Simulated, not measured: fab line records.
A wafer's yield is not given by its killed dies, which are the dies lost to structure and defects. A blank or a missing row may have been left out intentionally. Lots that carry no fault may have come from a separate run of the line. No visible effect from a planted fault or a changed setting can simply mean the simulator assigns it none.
Chamber matching :: flow n5-finfet :: pecvd-04 running N5_BEOL_M9_PECVD_70: 3 sister chambers
The step deposits SiO2 from TEOS/O2, target thk 20 nm, time 22.7 s. 27 wafers are shown with their chamber, then 12 later ones without.

WAFERS, EACH WITH ITS CHAMBER
wafer: L074.1
chamber: 1
throttle-valve-pct (%): 23.3
showerhead-plenum-p-Torr (Torr): 8.79
heater-power-w (W): 641

wafer: L074.3
chamber: 0
throttle-valve-pct (%): 22.7
showerhead-plenum-p-Torr (Torr): 8.78
heater-power-w (W): 801

wafer: L074.5
chamber: 1
throttle-valve-pct (%): 23.1
showerhead-plenum-p-Torr (Torr): 8.78
heater-power-w (W): 632

wafer: L075.1
chamber: 2
throttle-valve-pct (%): 21.4
showerhead-plenum-p-Torr (Torr): 8.65
heater-power-w (W): 738

wafer: L075.3
chamber: 1
throttle-valve-pct (%): 23.3
showerhead-plenum-p-Torr (Torr): 8.76
heater-power-w (W): 711

wafer: L075.6
chamber: 1
throttle-valve-pct (%): 23.3
showerhead-plenum-p-Torr (Torr): 8.82
heater-power-w (W): 691

wafer: L079.1
chamber: 1
throttle-valve-pct (%): 23.3
showerhead-plenum-p-Torr (Torr): 8.80
heater-power-w (W): 694

wafer: L079.2
chamber: 0
throttle-valve-pct (%): 22.4
showerhead-plenum-p-Torr (Torr): 8.80
heater-power-w (W): 813

wafer: L079.4
chamber: 2
throttle-valve-pct (%): 21.7
showerhead-plenum-p-Torr (Torr): 8.64
heater-power-w (W): 717

wafer: L081.2
chamber: 0
throttle-valve-pct (%): 22.7
showerhead-plenum-p-Torr (Torr): 8.77
heater-power-w (W): 736

wafer: L081.4
chamber: 0
throttle-valve-pct (%): 22.5
showerhead-plenum-p-Torr (Torr): 8.79
heater-power-w (W): 724

wafer: L081.6
chamber: 1
throttle-valve-pct (%): 23.1
showerhead-plenum-p-Torr (Torr): 8.80
heater-power-w (W): 672

wafer: L082.1
chamber: 0
throttle-valve-pct (%): 22.5
showerhead-plenum-p-Torr (Torr): 8.79
heater-power-w (W): 838

wafer: L082.4
chamber: 0
throttle-valve-pct (%): 22.7
showerhead-plenum-p-Torr (Torr): 8.78
heater-power-w (W): 794

wafer: L082.6
chamber: 1
throttle-valve-pct (%): 23.4
showerhead-plenum-p-Torr (Torr): 8.80
heater-power-w (W): 625

wafer: L083.1
chamber: 1
throttle-valve-pct (%): 23.1
showerhead-plenum-p-Torr (Torr): 8.79
heater-power-w (W): 650

wafer: L083.2
chamber: 0
throttle-valve-pct (%): 22.6
showerhead-plenum-p-Torr (Torr): 8.79
heater-power-w (W): 827

wafer: L083.5
chamber: 0
throttle-valve-pct (%): 22.5
showerhead-plenum-p-Torr (Torr): 8.82
heater-power-w (W): 835

wafer: L084.2
chamber: 1
throttle-valve-pct (%): 23.2
showerhead-plenum-p-Torr (Torr): 8.80
heater-power-w (W): 669

wafer: L084.4
chamber: 1
throttle-valve-pct (%): 23.3
showerhead-plenum-p-Torr (Torr): 8.81
heater-power-w (W): 675

wafer: L084.5
chamber: 2
throttle-valve-pct (%): 21.5
showerhead-plenum-p-Torr (Torr): 8.63
heater-power-w (W): 708

wafer: L087.3
chamber: 2
throttle-valve-pct (%): 21.5
showerhead-plenum-p-Torr (Torr): 8.67
heater-power-w (W): 735

wafer: L087.4
chamber: 2
throttle-valve-pct (%): 21.6
showerhead-plenum-p-Torr (Torr): 8.63
heater-power-w (W): 754

wafer: L087.5
chamber: 0
throttle-valve-pct (%): 22.4
showerhead-plenum-p-Torr (Torr): 8.78
heater-power-w (W): 672

wafer: L088.1
chamber: 1
throttle-valve-pct (%): 23.1
showerhead-plenum-p-Torr (Torr): 8.80
heater-power-w (W): 686

wafer: L088.2
chamber: 0
throttle-valve-pct (%): 22.6
showerhead-plenum-p-Torr (Torr): 8.79
heater-power-w (W): 748

wafer: L088.5
chamber: 1
throttle-valve-pct (%): 23.3
showerhead-plenum-p-Torr (Torr): 8.82
heater-power-w (W): 673

SIGNATURES (means of the wafers above)
reading: throttle-valve-pct
chamber 0: 22.560
chamber 1: 23.233
chamber 2: 21.540
scatter within a chamber: 0.112

reading: showerhead-plenum-p-Torr
chamber 0: 8.7890
chamber 1: 8.7975
chamber 2: 8.6440
scatter within a chamber: 0.0156

reading: heater-power-w
chamber 0: 778.80
chamber 1: 668.25
chamber 2: 730.40
scatter within a chamber: 39.3
Rule: for a wafer and a chamber, the distance is found by dividing, reading by reading, the gap between the wafer's reading and the chamber's mean by the reading's scatter, squaring, summing and taking the root. If the next closest chamber is less than 2 further off than the closest, the wafer can't be placed; otherwise it belongs to the closest. How the scatter is found: for the shown wafers, subtract from each reading the mean of its chamber, square and add these, divide the total by (wafers less chambers), then take the root.

WAFERS WHOSE CHAMBER IS MISSING
wafer: L094.3
throttle-valve-pct (%): 22.6
showerhead-plenum-p-Torr (Torr): 8.79
heater-power-w (W): 748

wafer: L094.4
throttle-valve-pct (%): 23.2
showerhead-plenum-p-Torr (Torr): 8.80
heater-power-w (W): 596

wafer: L094.5
throttle-valve-pct (%): 21.5
showerhead-plenum-p-Torr (Torr): 8.65
heater-power-w (W): 766

wafer: L095.1
throttle-valve-pct (%): 23.2
showerhead-plenum-p-Torr (Torr): 8.79
heater-power-w (W): 686

wafer: L095.3
throttle-valve-pct (%): 21.7
showerhead-plenum-p-Torr (Torr): 8.64
heater-power-w (W): 694

wafer: L095.4
throttle-valve-pct (%): 23.5
showerhead-plenum-p-Torr (Torr): 8.77
heater-power-w (W): 668

wafer: L097.1
throttle-valve-pct (%): 21.8
showerhead-plenum-p-Torr (Torr): 8.66
heater-power-w (W): 660

wafer: L097.2
throttle-valve-pct (%): 22.5
showerhead-plenum-p-Torr (Torr): 8.78
heater-power-w (W): 798

wafer: L097.3
throttle-valve-pct (%): 22.6
showerhead-plenum-p-Torr (Torr): 8.77
heater-power-w (W): 780

wafer: L097.4
throttle-valve-pct (%): 21.8
showerhead-plenum-p-Torr (Torr): 8.65
heater-power-w (W): 676

wafer: L097.5
throttle-valve-pct (%): 22.4
showerhead-plenum-p-Torr (Torr): 8.77
heater-power-w (W): 800

wafer: L097.6
throttle-valve-pct (%): 21.6
showerhead-plenum-p-Torr (Torr): 8.65
heater-power-w (W): 669

THE CHAMBER EACH PASSED THROUGH
wafer: L094.3
from the rows above: 0
in truth: 0

wafer: L094.4
from the rows above: 1
in truth: 1

wafer: L094.5
from the rows above: 2
in truth: 2

wafer: L095.1
from the rows above: 1
in truth: 1

wafer: L095.3
from the rows above: 2
in truth: 2

wafer: L095.4
from the rows above: 1
in truth: 1

wafer: L097.1
from the rows above: 2
in truth: 2

wafer: L097.2
from the rows above: 0
in truth: 0

wafer: L097.3
from the rows above: 0
in truth: 0

wafer: L097.4
from the rows above: 2
in truth: 2

wafer: L097.5
from the rows above: 0
in truth: 0

wafer: L097.6
from the rows above: 2
in truth: 2
Correctly placed: 12 of 12. Left unplaced by these rows: 0. Number placed wrongly: 0.
